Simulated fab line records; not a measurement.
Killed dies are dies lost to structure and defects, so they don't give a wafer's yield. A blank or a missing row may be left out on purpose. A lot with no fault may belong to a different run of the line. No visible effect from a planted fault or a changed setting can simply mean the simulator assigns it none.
Which tool did it? | flow nand_harc | 11 lots with 33 wafers sampled at 5 steps, on a route of 1302 steps

== WHAT THE GAUGES READ, wafer by wafer ==
NHARC_END_SORT_01.
lot  | measured     | on        | killed_at_array
L899 | day 30 20:46 | prober-02 | 673 672 671
L905 | day 31 12:10 | prober-02 | 675 673 673
L904 | day 31 23:44 | prober-01 | 673 669 668

== TOOL THAT RAN EACH LOT (tool first, then ch and the chambers of the sampled wafers, then the start) ==
lot  | NHARC_A_SGD_CUT_STRIP_17                      | NHARC_A_SGD_CUT_STRIP_28                      | NHARC_A_SLIT_DESCUM_14             | NHARC_A_SLIT_ETCH_17
L889 | rie_diel-09 ch 0,2,3, day 20 00:33 or earlier | rie_diel-09 ch 0,1,2, day 20 00:33 or earlier | rie_diel-08 ch 2,3, day 20 00:33   | har_etch-02 ch 0,1, day 20 03:01
L888 | rie_diel-04 ch 0,1,2, day 20 02:13 or earlier | rie_diel-10 ch 1,2,3, day 20 02:13 or earlier | rie_diel-12 ch 2,3, day 20 02:13   | har_etch-02 ch 0,1, day 20 05:40
L887 | rie_diel-10 ch 0,1,3, day 20 04:20 or earlier | rie_diel-09 ch 1,2,3, day 20 04:20 or earlier | rie_diel-02 ch 0,3, day 20 04:20   | har_etch-02 ch 0,1, day 20 10:06
L892 | rie_diel-04 ch 0,1,2, day 22 06:05 or earlier | rie_diel-10 ch 0,3, day 22 06:05 or earlier   | rie_diel-02 ch 1,2, day 22 06:05   | har_etch-02 ch 0,1, day 22 09:28
L893 | rie_diel-04 ch 0,1, day 22 16:32 or earlier   | rie_diel-09 ch 2,3, day 22 16:32 or earlier   | rie_diel-02 ch 0,1,3, day 22 16:32 | har_etch-01 ch 0,1, day 22 19:01
L896 | rie_diel-10 ch 1,2,3, day 23 21:54 or earlier | rie_diel-10 ch 1,2, day 23 21:54 or earlier   | rie_diel-02 ch 1,2, day 23 21:54   | har_etch-02 ch 0,1, day 23 23:09
L897 | rie_diel-09 ch 0,1, day 24 14:41 or earlier   | rie_diel-10 ch 2,3, day 24 14:41 or earlier   | rie_diel-08 ch 1,2,3, day 24 14:41 | har_etch-02 ch 0,1, day 24 15:55
L898 | rie_diel-04 ch 0,1,2, day 25 02:37 or earlier | rie_diel-04 ch 0,1, day 25 02:37 or earlier   | rie_diel-08 ch 1,2,3, day 25 02:37 | har_etch-02 ch 0,1, day 25 05:02
L899 | rie_diel-04 ch 0,2,3, day 25 20:40 or earlier | rie_diel-10 ch 2,3, day 25 20:40 or earlier   | rie_diel-08 ch 0,3, day 25 20:40   | har_etch-02 ch 0,1, day 26 01:31
L905 | rie_diel-09 ch 1,2,3, day 26 20:10 or earlier | rie_diel-10 ch 1,2,3, day 26 20:10 or earlier | rie_diel-02 ch 0,2, day 26 20:10   | har_etch-01 ch 0,1, day 26 21:25
L904 | rie_diel-04 ch 0,2,3, day 27 02:59 or earlier | rie_diel-10 ch 0,1, day 27 02:59 or earlier   | rie_diel-02 ch 0,2,3, day 27 02:59 | har_etch-01 ch 0,1, day 27 10:14
- NHARC_A_SGD_CUT_STRIP_17: strips in O2.
- NHARC_A_SGD_CUT_STRIP_28: strips in O2, time 20 s.
- NHARC_A_SLIT_DESCUM_14: chemistry O2, time 3 s.
- NHARC_A_SLIT_ETCH_17: etches the open film in C4F8/O2/Ar, time 4254.5 s, target depth 20300 nm.

== THE ANSWER, worked out from the rows above alone ==
Rule: the lots themselves supply what counts as usual. The widest of any qualifying gaps counts: lots, ordered by their means at a reading, are off when they make up no more than a third of the lots, leave a main group of 4 or more, and stand apart from it by 3 or more times the standard deviation of that group's means. A main group is skipped when, at the precision printed for the reading in the tables above, its means are all equal. Also off: a lot with no number at a reading for which 4 or more lots have one. The other lots that the step has rows for count as sound.
No lot is off at any reading shown: from this, nothing can be told.

== WHAT THE SIMULATOR HAD INSERTED ==
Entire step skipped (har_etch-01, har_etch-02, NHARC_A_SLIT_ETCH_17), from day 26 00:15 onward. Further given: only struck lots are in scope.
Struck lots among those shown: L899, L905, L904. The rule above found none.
